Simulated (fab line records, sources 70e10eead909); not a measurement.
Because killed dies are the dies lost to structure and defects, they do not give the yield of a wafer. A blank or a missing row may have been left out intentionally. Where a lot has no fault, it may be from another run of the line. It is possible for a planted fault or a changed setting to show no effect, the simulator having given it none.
Which tool is to blame?	flow nandHarc	36 wafers sampled from 12 lots at 1 step of a route of 1159

== WHAT THE GAUGES SHOWED, per wafer ==
NHARC_A_ONON_D1_THK_MEAS_27: measures by ellipsometry.
lot	measured	on	thkNm (nm)
L075	day 8 08:31	filmMetro-02	1001 1000 1000
L077	day 8 08:32	filmMetro-02	1011 1013 1013
L079	day 9 08:24	filmMetro-01	1003 1004 1004
L081	day 10 03:43	filmMetro-01	995 998 996
L082	day 10 03:55	filmMetro-01	988 990 988
L087	day 11 04:01	filmMetro-02	1010 1011 1013
L088	day 11 04:02	filmMetro-02	1013 1015 1013
L090	day 12 01:43	filmMetro-02	1008 1008 1007
L093	day 12 09:26	filmMetro-02	992 991 991
L091	day 12 09:27	filmMetro-02	1009 1008 1009
L094	day 12 22:53	filmMetro-01	1020 1019 1019
L096	day 13 08:31	filmMetro-02	989 988 988

== WHAT TOOL EACH LOT RAN ON (gives the tool, then ch and the chambers of the sampled wafers, and finally the start) ==
The record holds no process step before these readings.

== THE ANSWER, worked out from the rows above alone ==
Rule: what is usual is taken from the lots themselves. The widest of any qualifying gaps counts: lots, ordered by their means at a reading, are off when they make up no more than a third of the lots, leave a main group of 4 or more, and stand apart from it by 3 or more times the standard deviation of that group's means. Not used: any main group whose means are identical at the precision the tables above print for the reading. A lot without any number at a reading at which 4 lots or more have one is off too. All remaining lots with rows at the step are treated as sound.
No lot is off at any reading shown: from this, nothing can be told.

== WHAT HAD BEEN PUT IN BY THE SIMULATOR ==
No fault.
